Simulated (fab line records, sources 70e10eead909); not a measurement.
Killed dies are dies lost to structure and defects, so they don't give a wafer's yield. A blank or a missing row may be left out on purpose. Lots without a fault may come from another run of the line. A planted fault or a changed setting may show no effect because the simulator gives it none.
A struck lot beside a sound one | flow nand_harc | 23 steps out of a route of 1159
Sound: wafers L203.1, L203.3, L203.4. Struck: wafers L208.1, L208.2, L208.4. The cause comes at the end.
At each step with rows: each side's tool, then ch and its chambers, then its first start. Under that, the readings that differ: sound wafers | struck wafers | difference of the means | sigmas: that difference in standard deviations of wafers without a fault.
alike: readings whose means differ by less than 2 such deviations, and words and numbers that are the same on both sides. not compared: withheld readings, readings that some wafer has no value for, bounds like >300 that may hide the same value, and numbers for which the record gives no deviation and whose values overlap.
The two part at a step that has a row with sigmas, a row that says differs or no value, or rows on one side only. Numbers that don't overlap but have no deviation are shown without sigmas and don't part them. A reading that every wafer of one side lacks parts them only if that side has two wafers or more.

NHARC_A_CONTACT_CMP_20: polishes, t overpolish 30 s, target thk 300 nm.
  sound on cmp-03 ch 0,1,3, day 19 00:15; struck on cmp-04 ch 1,2,3, day 20 03:17
  alike: motor_current_A, overpolish_run_s, time_to_endpoint_s
then, 1 step without rows for these wafers: NHARC_A_CONTACT_SRD_22.
NHARC_A_CONTACT_INSPECT_23:
  sound on defect_inspect-01, day 19 00:40; struck on defect_inspect-01, day 20 03:41
  reading          | sound       | struck      | difference | sigmas
  raw_defect_count | 303 394 248 | 745 504 702 | +335       | +3
then, 8 steps without rows for these wafers: NHARC_A_BLC_DEHYDRATE_00 (time 120 s); NHARC_A_BLC_HMDS_01 (time 30 s); NHARC_A_BLC_COAT_02 (time 75 s); NHARC_A_BLC_COAT_03 (time 65 s); NHARC_A_BLC_COAT_04 (resist thk 90 nm); NHARC_A_BLC_SOFTBAKE_05 (time 55 s); NHARC_A_BLC_EBR_06; NHARC_A_BLC_EXPOSE_07 (exposes mask A BLC, target cd 100 nm).
NHARC_A_BLC_PEB_08: peb time 65 s.
  sound on litho_track-04 ch 0, day 19 01:05; struck on litho_track-01 ch 0, day 20 04:07
  reading                  | sound                | struck            | difference | sigmas
  chill_plate_temp_C (C)   | 22.99 22.94 22.72    | 23.14 23.13 23.15 | +0.26      | +2
  heater_power_total_W (W) | 156.1 156.1 157.1    | 152.2 151.4 151.4 | -4.8       | -11
  plate_temp_C (C)         | 100.08 100.12 100.01 | 98.00 97.94 97.70 | -2.19      | -18
then, 1 step without rows for these wafers: NHARC_A_BLC_DEVELOP_09 (develop time 35 s).
NHARC_A_BLC_CD_MEAS_10: target cd 100 nm.
  sound on cd_sem-02 ch 0, day 19 01:10; struck on cd_sem-02 ch 0, day 20 04:12
  reading    | sound             | struck         | difference | sigmas
  cd_nm (nm) | 100.1 100.3 101.4 | 91.8 92.3 91.2 | -8.8       | -11
NHARC_A_BLC_OVL_MEAS_11:
  sound on overlay-02, day 19 01:16; struck on overlay-02, day 20 04:17
  alike: overlay_x_nm, overlay_y_nm
NHARC_A_BLC_INSPECT_12:
  sound on defect_inspect-01, day 19 01:17; struck on defect_inspect-01, day 20 04:19
  alike: raw_defect_count
NHARC_A_BLC_DESCUM_15: chemistry O2, time 3 s.
  sound on rie_diel-06 ch 0,1,3, day 19 01:21; struck on rie_diel-06 ch 0,2,3, day 20 04:23
  reading                | sound             | struck            | difference | sigmas
  rf_hours_counter_h (h) | 0 0 0             | 3 3 3             | +3         |
  model.A_BLC.cd_nm (nm) | 100.6 100.9 100.8 | 91.14 92.28 90.88 | -9.33      |
  alike: drypump_motor_current_A, oes_product_au, rf_vpp_V, showerhead_plenum_p_Torr, throttle_valve_pct
NHARC_A_BLC_ETCH_16: etches the open film in CF4, target depth 39 nm, time 65 s.
  sound on rie_diel-06 ch 1,2,3, day 19 01:27; struck on rie_diel-06 ch 0,1,2, day 20 04:28
  reading                | sound | struck | difference | sigmas
  rf_hours_counter_h (h) | 0 0 0 | 3 3 3  | +3         |
  alike: cf4_flow_sccm, drypump_motor_current_A, oes_product_au, rf_vpp_V, showerhead_plenum_p_Torr, throttle_valve_pct
NHARC_A_BLC_ETCH_17: etches the open film in N2/H2, target depth 390 nm, time 609.38 s.
  sound on rie_diel-06 ch 1,2,3; struck on rie_diel-06 ch 0,1,2
  reading                | sound | struck | difference | sigmas
  rf_hours_counter_h (h) | 0 0 0 | 3 3 3  | +3         |
  alike: drypump_motor_current_A, oes_product_au, rf_vpp_V, showerhead_plenum_p_Torr, throttle_valve_pct
NHARC_A_BLC_ETCH_18: etches the open film in C4F8/O2/Ar, target depth 910 nm.
  sound on rie_diel-06 ch 0,2,3; struck on rie_diel-06 ch 0,2,3
  reading                | sound             | struck            | difference | sigmas
  rf_hours_counter_h (h) | 0 0 0             | 3 3 3             | +3         |
  model.A_BLC.cd_nm (nm) | 99.47 100.1 97.58 | 84.07 90.81 91.98 | -10.10     |
  alike: oes_product_au, rf_vpp_V
NHARC_A_BLC_CD_MEAS_19:
  sound on cd_sem-02, day 19 02:19; struck on cd_sem-03, day 20 05:21
  reading    | sound           | struck         | difference | sigmas
  cd_nm (nm) | 99.4 100.3 97.9 | 84.3 91.0 92.0 | -10.1      | -4
NHARC_A_BLC_STRIP_29: strips in CF4.
  sound on rie_diel-06 ch 0,1,2, day 19 02:23; struck on rie_diel-08 ch 0,1,2, day 20 05:26
  reading                | sound | struck   | difference | sigmas
  rf_hours_counter_h (h) | 0 0 0 | 18 17 16 | +17        |
  alike: cf4_flow_sccm, drypump_motor_current_A, oes_product_au, rf_vpp_V, showerhead_plenum_p_Torr, throttle_valve_pct
-- the record jumps here: 2 days lie between the struck wafers' starts before and after (it left off in module A_BLC and takes up again in module END, whose first step shown is number 1159 of the route) --
NHARC_END_SORT_01:
  the record has rows for the struck wafers here (prober-02 ch 0, day 22 06:04) and none for the sound ones

WHERE THEY PART
First at NHARC_A_CONTACT_INSPECT_23; last, within this record, at NHARC_END_SORT_01.

WHY: what the simulator had put in
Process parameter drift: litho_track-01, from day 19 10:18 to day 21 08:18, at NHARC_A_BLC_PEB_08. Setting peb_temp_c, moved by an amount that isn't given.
